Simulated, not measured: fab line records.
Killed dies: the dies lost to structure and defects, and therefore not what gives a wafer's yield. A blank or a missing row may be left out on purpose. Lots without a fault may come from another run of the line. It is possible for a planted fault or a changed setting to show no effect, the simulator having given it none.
fab line records -- flow n5-finfet
[record] lots = 5, wafers = 14, last-day = 18
route steps=1938 shown BEOL_M0_CUTY@711 BEOL_M0@715 BEOL_M4@1111
lots with no fault: from the same line, run without faults
start-h: start of the lot's first displayed wafer, in hours after the record's first day -- wait-h: how many hours have passed since the lot's step before this one -- " the same as in the row above -- L1.1+2: a single row standing in for several wafers -- - either no value or no given start -- * or withheld: withheld -- < > ~ a bound
route shown NAME@n: names a module that has steps shown in the file, with the first one's number in the route -- usual: the fault-free wafers' mean and standard deviation -- same: alike in all rows -- chamber/n: place in a boat -- sites: readings site by site -- _std_site: their standard deviation -- _edge_site: inner sites' mean taken away from outer sites' mean -- radius-mm: how far each site lies from the wafer's centre -- mask NAME#n: copy n -- behind: the tool/chamber that last shaped the wafer -- hold: reason for holding the lot/hours on hold/outcome of the hold -- device: the n, p or np transistor that did not switch -- end of line: tests of these same wafers at the route's end -- step lacking rows: just its recipe -- killed: at the first sort, the dies lost to defects and structure; wafer yield is something else -- map: per-die view of a wafer (x killed, . not killed, _ where there is no die)
set.NAME: the setting the step ran with; set.NAME@STEP: the setting that earlier step ran with -- model.NAME: the simulator's own value behind a step, which no gauge read
certain route steps with their lots: each step a table, each wafer a row
services: when a tool's chamber went out of use (start-h, in hours from the record's first day, below 0 if earlier), for how many hours, and the reason
[[steps]]
[step N5_BEOL_M0_CUTY_DESCUM_61]
[recipe] chemistry = O2, time-s = 7.9, source-power-w = 50, bias-power-w = 20, pressure-mtorr = 20, rf-frequency-hz = 2.712e+07, temp-c = 40, resist = CAR-ArF-block, o2-flow-sccm = 225
[step N5_BEOL_M0_CUTY_ETCH_62]
[recipe] chemistry = CF4, target = SiARC, mask-material = CAR-ArF-block, time-s = 58.5, ion-energy-ev = 80, pressure-mtorr = 40, source-w = 545, bias-w = 36, Ar_flow_sccm = 100, cf4-flow-sccm = 100, ends = cleared
[step N5_BEOL_M0_CUTY_ETCH_63]
[recipe] chemistry = N2/H2, target = SOC, target-depth-a = 827, overetch-a = 165, mask-material = SiARC, temp-c = 40, ion-energy-ev = 200, time-s = 124, pressure-mtorr = 30, source-w = 840, bias-w = 150, n2-flow-sccm = 200, h2-flow-sccm = 200
[step N5_BEOL_M0_CUTY_STRIP_64]
[recipe] chemistry = N2/H2, temp-c = 40, n2-flow-sccm = 200, h2-flow-sccm = 200, rf-frequency-hz = 6e+07
[step N5_BEOL_M0_ETCH_138]
[recipe] chemistry = CH3F/O2, target-depth-a = 120, target = SiCN, time-s = 31.6, ion-energy-ev = 120, pressure-mtorr = 30, source-w = 395, bias-w = 75, Ar_flow_sccm = 150, CH3F_flow_sccm = 30, O2_flow_sccm = 20, ends = cleared
[step N5_BEOL_M0_HM_OPEN_105]
[recipe] chemistry = Cl2/BCl3, target-depth-a = 120, target = TiN, ion-energy-ev = 150, pressure-mtorr = 10, icp-w = 1000, bias-w = 126, Cl2_flow_sccm = 53.25, bcl3-flow-sccm = 21.75, Ar_flow_sccm = 25
[step N5_BEOL_M0_STRIP_140]
[recipe] chemistry = CF4, resist = SiARC, power-w = 300, bias-power-w = 75, pressure-mtorr = 50, cf4-flow-sccm = 150, rf-frequency-hz = 6e+07
[step N5_BEOL_M0_STRIP_104]
[recipe] chemistry = N2/H2, power-w = 450, temp-c = 40, pressure-mtorr = 20, rf-frequency-hz = 6e+07, overash-fraction = 0.3, bias-power-w = 7, h2-frac = 0.5, n2-flow-sccm = 200, h2-flow-sccm = 200
[step N5_BEOL_M0_WET_ETCH_106]
[recipe] chemistry = DHF, dilution = 10:1, temp-c = 25, target = SiO2, target-depth-a = 1300, dry = ipa-marangoni, rinse-time-s = 30, rinse-temp-c = 23
[step N5_BEOL_M0_ETCH_128]
[recipe] chemistry = CF4/N2, target-depth-a = 120, overetch-a = 51, target = SiCN, time-s = 21.4, ion-energy-ev = 150, pressure-mtorr = 40, source-w = 430, bias-w = 70, Ar_flow_sccm = 100, cf4-flow-sccm = 60, n2-flow-sccm = 60
[usual] drypump-motor-current-A = 5.8/0.47, oes-product-au = 0.54/0.056, rf-vpp-V = 382.5/1.5, showerhead-plenum-p-Torr = 2.22/0.053, throttle-valve-pct = 15.51/0.21
lot.wafer,tool,chamber,start-h,wait-h,drypump-motor-current-A,oes-product-au,rf-hours-counter-h,rf-vpp-V,showerhead-plenum-p-Torr,throttle-valve-pct,model.TiN_of_BEOL_M0_SAQP_HM_DEP_02.thk-nm
L210.2,rie-diel-05,1,119.15,0.6,6.6,0.54,125,383.3,2.22,15.27,10.8
L210.4,rie-diel-05,2,119.15,0.6,6.1,0.52,184,386.3,2.28,15.71,10.8
L210.6,rie-diel-05,2,119.15,0.6,6.0,0.52,-,383.4,2.28,15.72,10.6
L222.1,rie-diel-05,2,192.08,0.0,6.1,0.50,199,383.9,2.27,15.76,10.8
L222.5,rie-diel-05,2,192.08,0.0,6.0,0.50,-,384.0,2.27,15.76,10.8
L222.6,rie-diel-05,3,192.08,0.0,5.9,0.56,-,380.3,2.14,15.57,10
L224.3,rie-diel-05,1,200.39,0.0,6.6,0.55,145,382.9,2.21,15.32,10.8
L224.5,rie-diel-05,2,200.39,0.0,6.0,0.51,-,384.3,2.27,15.75,11
L224.6,rie-diel-05,3,200.39,0.0,6.0,0.56,-,381.6,2.13,15.59,10.4
L225.1,rie-diel-05,2,215.09,0.7,6.1,0.49,206,383.6,2.27,15.78,10.8
L225.4,rie-diel-05,3,215.09,0.7,6.0,0.56,102,380.7,2.13,15.59,10.2
L229.1,rie-diel-01,1,246.02,0.0,5.6,0.51,196,382.2,2.19,15.66,11.2
L229.2,rie-diel-01,0,246.02,0.0,6.5,0.58,79,381.7,2.15,15.36,11
L229.6,rie-diel-01,3,246.02,0.0,5.2,0.52,-,381.7,2.21,15.74,11
[step N5_BEOL_M0_TRENCH_ETCH_107]
[recipe] chemistry = C4F6/O2, target-depth-a = 328, target = SiOC, time-s = 16.4, ion-energy-ev = 250, pressure-mtorr = 30, source-w = 355, bias-w = 185, Ar_flow_sccm = 300, C4F6_flow_sccm = 10, O2_flow_sccm = 10
[usual] drypump-motor-current-A = 5.8/0.47, oes_o_777_au = 0.79/0.08, oes-product-au = 0.79/0.087, rf-vpp-V = 667/6.8, showerhead-plenum-p-Torr = 2.86/0.066, throttle-valve-pct = 20.96/0.19
lot.wafer,tool,chamber,start-h,wait-h,drypump-motor-current-A,oes_o_777_au,oes-product-au,rf-hours-counter-h,rf-vpp-V,showerhead-plenum-p-Torr,throttle-valve-pct,model.TiN_of_BEOL_M0_SAQP_HM_DEP_02.thk-nm
L210.2,rie-diel-05,1,119.19,0.0,6.6,0.79,0.79,125,660,2.86,20.71,9.4
L210.4,rie-diel-05,2,119.19,0.0,6.0,0.75,0.73,184,667,2.94,21.12,9.4
L210.6,rie-diel-05,2,119.19,0.0,6.0,0.75,0.74,-,667,2.94,21.13,9.4
L222.1,rie-diel-05,2,192.12,0.0,6.0,0.74,0.72,199,667,2.93,21.14,9.6
L222.5,rie-diel-05,2,192.12,0.0,6.0,0.74,0.73,-,666,2.93,21.15,9.6
L222.6,rie-diel-05,3,192.12,0.0,5.9,0.82,0.81,-,662,2.76,21.08,8.8
L224.3,rie-diel-05,1,200.43,0.0,6.6,0.77,0.77,145,660,2.85,20.72,9.6
L224.5,rie-diel-05,2,200.43,0.0,6.1,0.74,0.72,-,666,2.93,21.16,9.6
L224.6,rie-diel-05,3,200.43,0.0,6.0,0.82,0.81,-,661,2.76,21.07,9
L225.1,rie-diel-05,2,215.13,0.0,6.0,0.74,0.72,206,667,2.93,21.15,9.6
L225.4,rie-diel-05,3,215.13,0.0,6.0,0.81,0.81,102,662,2.76,21.09,8.8
L229.1,rie-diel-01,1,246.06,0.0,5.7,0.74,0.74,196,661,2.83,21.09,10
L229.2,rie-diel-01,0,246.06,0.0,6.5,0.81,0.84,79,669,2.78,20.85,9.8
L229.6,rie-diel-01,3,246.06,0.0,5.2,0.76,0.74,-,654,2.84,21.18,9.8
[step N5_BEOL_M0_STRIP_142]
[recipe] chemistry = N2/H2, time-s = 10, power-w = 450, temp-c = 40, pressure-mtorr = 20, rf-frequency-hz = 6e+07, bias-power-w = 7, n2-flow-sccm = 200, h2-flow-sccm = 200
[step N5_BEOL_M4_RC_MEAS_101]
[usual] DIBL_N = 36.6/1.3, DIBL_P = 36.4/1.4, IOFF_N = 0.167/0.023, IOFF_P = 0.219/0.029, ION_N = 678/8.7, ION_P = 464/6.4, SS_N = 71.5/0.53, SS_P = 73.4/0.57, VT_N = 248.5/2.8, VT_P = -249/3.1
lot.wafer,tool,chamber,start-h,wait-h,DIBL_N[mV/V],DIBL_P[mV/V],IOFF_N[nA/um],IOFF_P[nA/um],ION_N[uA/um],ION_P[uA/um],SS_N[mV/dec],SS_P[mV/dec],VT_N[mV],VT_P[mV]
L210.2,prober-01,0,185.34,0.2,35.0,34.2,0.146,0.178,678,458,70.6,72.8,248.1,-253
L210.4,prober-01,0,185.34,0.2,35.9,35.7,0.161,0.206,684,465,71.0,73.3,246.9,-250
L210.6,prober-01,0,185.34,0.2,36.5,35.7,0.169,0.199,686,461,71.4,72.8,247.2,-250
L222.1,prober-02,0,290.03,0.0,36.1,35.5,0.155,0.207,679,468,71.2,72.8,248.7,-248
L222.5,prober-02,0,290.03,0.0,35.5,34.5,0.146,0.200,679,470,71.1,72.5,252.4,-252
L222.6,prober-02,0,290.03,0.0,34.8,33.7,0.133,0.187,669,464,70.7,72.7,250.2,-251
L225.1,prober-02,0,296.68,0.0,37.5,37.2,0.187,0.261,679,465,72.4,73.6,246.6,-245
L225.4,prober-02,0,296.68,0.0,36.0,35.6,0.158,0.239,674,468,71.2,73.8,250.5,-246
L224.3,prober-01,0,308.82,0.3,37.4,37.2,0.193,0.231,675,461,71.2,73.1,246.4,-248
L224.5,prober-01,0,308.82,0.3,35.9,35.8,0.157,0.210,670,457,71.6,73.3,249.6,-249
L224.6,prober-01,0,308.82,0.3,35.7,35.4,0.152,0.201,677,460,71.9,73.5,249.6,-251
L229.1,prober-01,0,329.98,0.0,35.8,36.1,0.147,0.208,669,460,71.8,73.2,248.5,-251
L229.2,prober-01,0,329.98,0.0,36.4,37.0,0.156,0.211,675,469,71.3,73.5,250.8,-251
L229.6,prober-01,0,329.98,0.0,36.7,37.4,0.166,0.222,673,463,72.1,73.4,246.6,-251
[[services]]
tool,chamber,start-h,hours,kind
rie-diel-05,-,132.88,14.6,pm
rie-diel-05,1,173.90,8.8,repair
rie-diel-01,0,182.28,1.9,repair
rie-diel-01,2,190.80,1.6,repair
rie-diel-01,2,204.69,-,clean
rie-diel-01,2,204.69,-,consumable-replace:focus-ring
rie-diel-01,2,204.69,23.2,scheduled-down
rie-diel-01,2,204.69,23.2,vent-cycle
rie-diel-05,-,236.95,2.4,repair
[[key]]
first-sign none at tools or gauges
[model-effect] step = N5_BEOL_M0_ETCH_128, value = TiN_of_BEOL_M0_SAQP_HM_DEP_02.thk-nm, without = 10.73, struck = 10.2
[model-effect] step = N5_BEOL_M0_TRENCH_ETCH_107, value = TiN_of_BEOL_M0_SAQP_HM_DEP_02.thk-nm, without = 9.467, struck = 8.867
met-at N5_BEOL_M0_ETCH_128
struck-wafers L222.6,L224.6,L225.4
onset-between 119.15 192.08
[fault] kind = process-parameter-drift, tool = rie-diel-05, chamber = -, onset-h = 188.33, steps = N5_BEOL_M0_ETCH_128, channel = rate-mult, offset = 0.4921, shape = step, end-h = 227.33, scope = struck-wafers-only
